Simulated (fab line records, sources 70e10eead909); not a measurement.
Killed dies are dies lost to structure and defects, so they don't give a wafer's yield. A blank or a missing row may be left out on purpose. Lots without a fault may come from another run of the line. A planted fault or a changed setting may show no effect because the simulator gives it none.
Chamber matching | flow nand_harc | NHARC_A_STAIRCASE_ALD_415 on ald_hk-02: 4 sister chambers
The step deposits SiO2, target thk 30 nm, pulse time 6 s, ald cycles 300. 4 wafers are shown with their chamber, then 7 later ones without.

WAFERS WITH THEIR CHAMBER
wafer  | chamber | heater_power_w (W)
L537.1 | 3       | 455
L539.6 | 2       | 467
L542.1 | 1       | 403
L542.2 | 0       | 502

WAFERS WITHOUT THEIR CHAMBER
wafer  | heater_power_w (W)
L542.6 | 473
L544.1 | 466
L544.4 | 404
L544.5 | 499
L546.1 | 464
L546.2 | 500
L546.4 | 467

WHICH CHAMBER EACH WENT THROUGH
wafer  | from the rows above | in truth
L542.6 | 2                   | 2
L544.1 | 2                   | 2
L544.4 | 1                   | 1
L544.5 | 0                   | 0
L546.1 | 2                   | 2
L546.2 | 0                   | 0
L546.4 | 2                   | 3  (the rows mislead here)
Placed correctly: 6 of 7. Can't be placed from these rows: 0. Placed wrongly: 1.
How it was worked out, from the rows above alone: a wafer's distance from a chamber is the root of the sum, over the readings, of the square of ((its reading less the chamber's mean) divided by the reading's scatter). The wafer belongs to the nearest chamber; if the next one is less than 2 further off, it can't be placed. A chamber's mean is the mean of its shown wafers. The scatter: with one shown wafer a chamber, the root of the mean of the squares of how far each hidden wafer lies from its nearest shown one.
